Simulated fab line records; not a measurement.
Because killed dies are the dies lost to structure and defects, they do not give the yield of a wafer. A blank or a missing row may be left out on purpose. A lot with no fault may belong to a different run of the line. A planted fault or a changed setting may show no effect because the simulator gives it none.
Which of the tools did it? ; flow n5_finfet ; 25 wafers from 9 lots sampled at 5 of the route's 1938 steps

WHAT THE GAUGES SHOWED, per wafer
N5_BEOL_M4_RC_MEAS_101. Usual: DIBL_N 36.5 mV/V, standard deviation 2; DIBL_P 36.5 mV/V, standard deviation 2.3; IOFF_N 0.16 nA/um, standard deviation 0.036; IOFF_N_85C 3.2 nA/um, standard deviation 0.59; IOFF_N_LIN 0.076 nA/um, standard deviation 0.013; IOFF_N_LONG 5.57e-05 nA/um, standard deviation 2.4e-06; IOFF_P 0.21 nA/um, standard deviation 0.037; IOFF_P_85C 3.7 nA/um, standard deviation 0.54; IOFF_P_LIN 0.099 nA/um, standard deviation 0.013; IOFF_P_LONG 0.000106 nA/um, standard deviation 7.6e-06; ION_N 672 uA/um, standard deviation 12; ION_P 459 uA/um, standard deviation 7.1; SS_N 71.6 mV/dec, standard deviation 0.73; SS_P 73.4 mV/dec, standard deviation 0.76; VT_N 250 mV, standard deviation 3.3; VT_N_LONG 274.5 mV, standard deviation 1.7; VT_N_LVT 98 mV, standard deviation 3.5; VT_P -250.5 mV, standard deviation 2.9; VT_P_LONG -275.7 mV, standard deviation 2.7; VT_P_LVT -99.0 mV, standard deviation 2.9.
lot;measured;on;DIBL_N (mV/V);DIBL_P (mV/V);IOFF_N (nA/um);IOFF_N_85C (nA/um);IOFF_N_LIN (nA/um);IOFF_N_LONG (nA/um);IOFF_P (nA/um);IOFF_P_85C (nA/um);IOFF_P_LIN (nA/um);IOFF_P_LONG (nA/um);ION_N (uA/um);ION_P (uA/um);SS_N (mV/dec);SS_P (mV/dec);VT_N (mV);VT_N_LONG (mV);VT_N_LVT (mV);VT_P (mV);VT_P_LONG (mV);VT_P_LVT (mV);flag
L319;day 8 23:19;prober-02;37.5 39.7 38.2;37.7 40.1 38.4;0.16 0.20 0.17;3.1 3.7 3.3;0.074 0.086 0.077;5.62e-05 5.73e-05 5.71e-05;0.22 0.25 0.23;3.8 4.2 3.9;0.104 0.112 0.108;0.000107 0.00011 0.000109;672 676 673;459 464 461;71.8 72.6 72.1;74.5 74.9 74.8;248 248 250;273.4 275.9 273.9;97 94 96;-247.8 -246.5 -249.2;-272.4 -274.8 -272.1;-96.8 -94.5 -95.1;
L324;day 9 09:58;prober-02;37.3 36.1 35.4;35.9 35.1 33.9;0.20 0.18 0.17;3.9 3.5 3.2;0.089 0.082 0.078;5.98e-05 6.02e-05 6.07e-05;0.24 0.24 0.21;4.0 4.1 3.7;0.109 0.112 0.103;0.000111 0.000118 0.000112;665 679 689;450 467 470;71.8 71.3 71.3;73.2 73.1 73.8;244 249 246;275.8 273.4 273.1;95 96 96;-250.3 -250.9 -248.8;-273.5 -273.9 -272.3;-97.7 -96.7 -98.4;
L325;day 10 07:19;prober-01;36.5 38.1 37.2;35.9 39.1 37.3;0.14 0.18 0.16;2.9 3.4 3.2;0.067 0.083 0.077;5.68e-05 5.48e-05 5.55e-05;0.19 0.24 0.21;3.4 4.0 3.7;0.093 0.109 0.100;0.000105 0.000102 0.000104;661 683 671;453 469 459;72.5 72.6 72.4;72.6 73.7 73.2;251 249 249;273.9 274.9 274.0;100 96 98;-252.4 -247.1 -249.2;-274.5 -273.0 -273.1;-100.1 -97.2 -97.9;
L326;day 10 11:02;prober-01;36.7 34.2 36.2;35.7 33.3 34.4;0.15 0.12 0.14;3.0 2.5 2.8;0.072 0.060 0.066;5.38e-05 5.4e-05 5.45e-05;0.18 0.16 0.17;3.2 2.9 3.0;0.086 0.078 0.080;9.3e-05 9.7e-05 9.5e-05;670 660 665;459 451 450;70.9 70.6 70.7;73.6 72.8 73.2;249 252 250;277.3 273.6 274.2;98 98 99;-253.0 -255.4 -252.7;-278.3 -279.9 -278.0;-101.4 -103.2 -102.2;
L328;day 10 13:52;prober-01;34.3 33.8 31.9;35.4 33.2 32.0;0.13 0.11 0.10;2.7 2.2 2.1;0.066 0.050 0.051;5.48e-05 5.47e-05 5.64e-05;0.20 0.16 0.16;3.4 2.9 2.9;0.096 0.082 0.082;0.000108 0.000102 0.000112;664 630 658;462 439 459;71.3 72.2 71.1;72.5 72.7 72.3;253 259 255;273.6 274.7 274.2;102 107 105;-249.4 -255.7 -251.8;-273.2 -276.5 -275.8;-101.0 -103.9 -102.6;
L329;day 11 20:26;prober-02;36.6 37.1 34.2;37.2 38.2 34.3;0.17 0.18 0.12;3.3 3.4 2.5;0.078 0.084 0.061;5.4e-05 5.48e-05 5.46e-05;0.23 0.26 0.18;3.9 4.4 3.3;0.111 0.122 0.096;0.000112 0.000114 0.000113;676 684 663;463 472 460;71.1 71.7 70.6;73.9 74.3 72.4;250 246 255;273.7 275.0 273.9;99 96 103;-246.2 -246.0 -249.6;-274.9 -271.1 -272.2;-95.8 -93.2 -96.8;
L337;day 13 08:45;prober-02;36.0 32.4 38.2;36.4 33.5 40.1;0.01 0.12 0.01;0.3 2.5 0.4;0.004 0.060 0.005;2.26e-05 5.85e-05 2.25e-05;0.43 0.16 0.57;6.8 3.0 8.5;0.213 0.085 0.258;0.000208 0.000103 0.00021;481 668 512;485 463 508;72.2 70.2 72.2;73.7 72.5 73.2;332 250 326;355.9 271.9 354.8;179 99 173;-230.6 -252.6 -226.0;-251.1 -273.2 -250.7;-77.4 -101.4 -73.7;OFF
L339;day 13 09:24;prober-01;34.6 39.5;35.0 41.0;0.13 0.01;2.6 0.4;0.064 0.006;5.6e-05 2.13e-05;0.18 0.64;3.2 9.5;0.088 0.279;0.000107 0.000218;672 514;457 510;71.8 71.6;72.6 74.7;252 324;275.0 356.6;102 174;-252.3 -223.8;-274.6 -248.9;-103.6 -73.5;OFF
L341;day 14 20:04;prober-01;38.1 39.1;40.2 40.6;0.19 0.01;3.6 0.4;0.084 0.006;5.09e-05 2.08e-05;0.21 0.50;3.7 7.6;0.095 0.219;8.9e-05 0.00017;671 506;457 490;71.6 72.8;75.2 74.2;249 327;275.0 354.3;95 172;-250.8 -229.6;-280.5 -260.9;-99.5 -76.3;OFF

EACH LOT AND THE TOOL THAT RAN IT (in order: tool; ch and the chambers of the sampled wafers; start)
lot;N5_HKMG_FIN_ETCH_35;N5_HKMG_FIN_NWFM_ALD_20;N5_HKMG_FIN_ALD_72;N5_HKMG_FIN_CMP_94
L319;rie_diel-06 ch 1,2,3, day 4 12:56;ald_metal-03 ch 0,3, day 4 14:38;cvd_w-02 ch 0,1, day 4 16:15;cmp-04 ch 1,2,3, day 4 16:54
L324;rie_diel-01 ch 0,1, day 5 16:56;ald_metal-03 ch 2,3, day 5 18:35;cvd_w-02 ch 0,1, day 5 20:10;cmp-01 ch 2,3, day 5 20:47
L325;rie_diel-06 ch 0,2,3, day 5 23:01;ald_metal-03 ch 0,2,3, day 6 00:40;cvd_w-01 ch 0,1, day 6 02:12;cmp-03 ch 0,1,2, day 6 02:53
L326;rie_diel-01 ch 1,2,3, day 6 09:16;ald_metal-04 ch 0,1, day 6 10:55;cvd_w-01 ch 0,1, day 6 12:32;cmp-04 ch 0,1,2, day 6 13:14
L328;rie_diel-05 ch 1,2,3, day 6 17:47;ald_metal-01 ch 0,1, day 6 19:26;cvd_w-02 ch 0,1, day 6 21:04;cmp-01 ch 0,2, day 6 21:43
L329;rie_diel-05 ch 0,1, day 7 09:07;ald_metal-01 ch 0,1, day 7 10:47;cvd_w-01 ch 0,1, day 7 12:23;cmp-04 ch 0,2,3, day 7 13:05
L337;rie_diel-05 ch 0,1,2, day 8 21:28;ald_metal-03 ch 1,2,3, day 8 23:08;cvd_w-02 ch 0,1, day 9 00:41;cmp-03 ch 0,1,3, day 9 01:22
L339;rie_diel-06 ch 3, day 9 10:14;ald_metal-03 ch 0,3, day 9 11:54;cvd_w-02 ch 0,1, day 9 13:30;cmp-03 ch 1,3, day 9 14:17
L341;rie_diel-05 ch 0,2, day 10 01:36;ald_metal-03 ch 0,1, day 10 03:30;cvd_w-02 ch 0,1, day 10 05:02;cmp-04 ch 1,3, day 10 05:43
- N5_HKMG_FIN_ETCH_35: etches SOC in N2/H2, target depth 215.8 nm, time 243.4 s.
- N5_HKMG_FIN_NWFM_ALD_20: deposits TiAlC, target thk 2 nm, pulse time 3 s, purge time 2 s.
- N5_HKMG_FIN_ALD_72: deposits W, target thk 2 nm, pulse time 1 s, purge time 2 s.
- N5_HKMG_FIN_CMP_94: polishes, stops on SiNx, t overpolish 4.7 s, target thk 43.299 nm.

WHAT THE TOOLS THEMSELVES READ (means of the sampled wafers that have a number; where no wafer has one, the mark that the record gives instead)
N5_HKMG_FIN_ETCH_35. Usual: drypump_motor_current_A 5.8 A, standard deviation 0.6; oes_product_au 0.77 a.u., standard deviation 0.072; rf_vpp_V 141.3 V, standard deviation 0.94; showerhead_plenum_p_Torr 2.51 Torr, standard deviation 0.074; throttle_valve_pct 17.87 %, standard deviation 0.16.
lot;tool;drypump_motor_current_A (A);oes_product_au (a.u.);rf_vpp_V (V);showerhead_plenum_p_Torr (Torr);throttle_valve_pct (%);flag
L319;rie_diel-06;5.3;0.78;141.4;2.53;17.77;
L324;rie_diel-01;5.9;0.71;140.9;2.45;17.94;
L325;rie_diel-06;5.5;0.80;141.3;2.47;17.77;
L326;rie_diel-01;5.9;0.74;142.3;2.57;17.87;
L328;rie_diel-05;6.1;0.80;140.7;2.48;17.91;
L329;rie_diel-05;5.7;0.80;141.5;2.54;18.01;
L337;rie_diel-05;5.6;0.76;141.7;2.55;17.92;
L339;rie_diel-06;4.8;0.78;141.2;2.45;17.89;
L341;rie_diel-05;5.4;0.72;141.6;2.58;17.89;

N5_HKMG_FIN_NWFM_ALD_20. Usual: heater_power_w 485 W, standard deviation 59; precursor_pulse_height_rel 0.999, standard deviation 0.02.
lot;tool;heater_power_w (W);precursor_pulse_height_rel;flag
L319;ald_metal-03;509;0.993;
L324;ald_metal-03;498;0.990;
L325;ald_metal-03;524;0.994;
L326;ald_metal-04;474;1.016;
L328;ald_metal-01;464;0.999;
L329;ald_metal-01;441;0.996;
L337;ald_metal-03;462;1.028;
L339;ald_metal-03;529;0.987;
L341;ald_metal-03;500;0.974;

N5_HKMG_FIN_ALD_72. Usual: heater_power_w 511 W, standard deviation 68; precursor_pulse_height_rel 1.000, standard deviation 0.022.
lot;tool;heater_power_w (W);precursor_pulse_height_rel;flag
L319;cvd_w-02;473;1.009;
L324;cvd_w-02;464;0.989;
L325;cvd_w-01;583;0.998;
L326;cvd_w-01;587;0.980;
L328;cvd_w-02;467;1.011;
L329;cvd_w-01;543;0.985;
L337;cvd_w-02;469;1.009;
L339;cvd_w-02;471;0.982;
L341;cvd_w-02;469;0.993;

N5_HKMG_FIN_CMP_94. Usual: motor_current_A 12.7 A, standard deviation 1.1; platen_rpm 50.29 rpm, standard deviation 0.034; retaining_ring_pressure_frac 1.000, standard deviation 0.0053.
lot;tool;motor_current_A (A);platen_rpm (rpm);retaining_ring_pressure_frac;flag
L319;cmp-04;12.7;50.29;1.001;
L324;cmp-01;13.2;50.29;1.000;
L325;cmp-03;12.2;50.28;1.001;
L326;cmp-04;12.3;50.29;1.005;
L328;cmp-01;12.0;50.30;1.004;
L329;cmp-04;13.5;50.29;1.002;
L337;cmp-03;12.7;50.28;1.002;
L339;cmp-03;13.4;50.27;0.997;
L341;cmp-04;12.8;50.30;1.000;

THE ANSWER, worked out from the rows above alone
Rule: a lot is off if the mean of its wafers that have a number lies more than 3 standard deviations from the usual mean. Also off: a lot with no number at a reading for which 4 or more lots have one. All remaining lots with rows at the step are treated as sound. Order of review: gauges by route order, followed by the tools' own readings, for which a lot's mean as printed above is used. At the first step where some lot is off, the reading lying furthest off is the one used; lots without a number count as furthest.
Off: L337, L339, L341, at N5_BEOL_M4_RC_MEAS_101 (VT_N_LONG).
If a tool, at a process step before that reading, ran all the lots that are off and no sound lot after the first of them, it fits. The gauges at N5_BEOL_M4_RC_MEAS_101 are tried like those tools. 2 tools fit, ald_metal-03 at N5_HKMG_FIN_NWFM_ALD_20 and cvd_w-02 at N5_HKMG_FIN_ALD_72, so this cannot tell which one it is.

WHAT WAS PUT IN BY THE SIMULATOR
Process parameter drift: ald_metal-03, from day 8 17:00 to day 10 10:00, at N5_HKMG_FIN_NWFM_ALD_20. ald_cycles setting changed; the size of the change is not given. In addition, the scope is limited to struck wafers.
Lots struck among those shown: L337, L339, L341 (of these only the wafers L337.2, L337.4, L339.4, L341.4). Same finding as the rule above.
